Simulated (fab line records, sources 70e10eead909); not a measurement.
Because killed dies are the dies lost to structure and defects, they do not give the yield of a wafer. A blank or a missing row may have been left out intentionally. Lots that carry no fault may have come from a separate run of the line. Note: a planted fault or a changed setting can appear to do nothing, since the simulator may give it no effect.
Matching of chambers ; flow nand_harc ; NHARC_A_WL_FILL_CMP_12 on cmp-02: 4 sister chambers
The step polishes, t overpolish 30 s, target thk 75 nm. 22 wafers are shown with their chamber, then 11 later ones without.

## WAFERS PAIRED WITH THEIR CHAMBERS
wafer;chamber;motor_current_A (A);time_to_endpoint_s (s);overpolish_run_s (s)
L074.2;3;13.5;17.5;29.984
L074.3;1;12.5;15.7;29.999
L074.4;2;10.0;17.0;30.003
L076.1;0;11.5;21.2;29.997
L076.5;3;14.3;15.4;30.004
L076.6;2;9.3;17.1;30.004
L081.1;1;13.2;11.6;30.002
L081.2;3;14.3;12.7;30.000
L081.6;3;14.5;13.7;30.003
L077.1;3;13.9;15.7;30.001
L077.5;0;11.4;18.7;29.999
L077.6;1;12.9;16.0;30.003
L080.1;2;9.9;15.8;29.981
L080.3;0;11.9;16.6;30.014
L080.6;2;9.9;13.4;30.003
L084.1;0;11.9;18.3;30.007
L084.2;1;12.2;12.5;29.988
L084.5;1;12.2;12.0;30.013
L085.1;3;14.3;15.1;30.004
L085.4;0;11.6;19.5;30.009
L085.6;0;11.6;17.7;30.010
L083.1;1;13.1;12.6;30.005

SIGNATURES (averages over the wafers above)
reading;chamber 0;chamber 1;chamber 2;chamber 3;scatter within a chamber
motor_current_A;11.650;12.683;9.775;14.133;0.348
time_to_endpoint_s;18.667;13.400;15.825;15.017;1.73
overpolish_run_s;30.00600;30.00167;29.99775;29.99933;0.00825
Rule: distance of a wafer from a chamber = root of the sum over the readings of ((wafer's reading minus chamber's mean) / reading's scatter) squared. The wafer belongs to the nearest chamber; if the next one is less than 2 further off, it can't be placed. The scatter: the root of (the sum of the squares of (reading less its chamber's mean) over the shown wafers, divided by (wafers less chambers)).

## WAFERS MISSING THEIR CHAMBER
wafer;motor_current_A (A);time_to_endpoint_s (s);overpolish_run_s (s)
L083.3;9.7;15.4;29.991
L083.6;9.6;15.6;29.997
L088.2;11.6;16.8;29.999
L088.3;13.2;15.1;30.001
L088.6;13.5;14.5;29.968
L087.1;12.8;10.5;30.007
L087.3;11.4;14.6;30.003
L087.4;9.1;12.8;30.002
L095.1;11.7;19.9;29.993
L095.2;14.4;14.2;30.005
L095.4;9.3;19.8;30.004

## EACH ONE'S CHAMBER
wafer;from the rows above;in truth
L083.3;2;2
L083.6;2;2
L088.2;0;0
L088.3;can't be placed: 1 or 3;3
L088.6;can't be placed: 3 or 1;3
L087.1;1;1
L087.3;can't be placed: 0 or 1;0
L087.4;2;2
L095.1;0;0
L095.2;3;3
L095.4;2;2
8 of 11 placed correctly. From these rows, 3 cannot be placed; in 3 the true chamber is one of the candidates. Placed wrongly: 0.
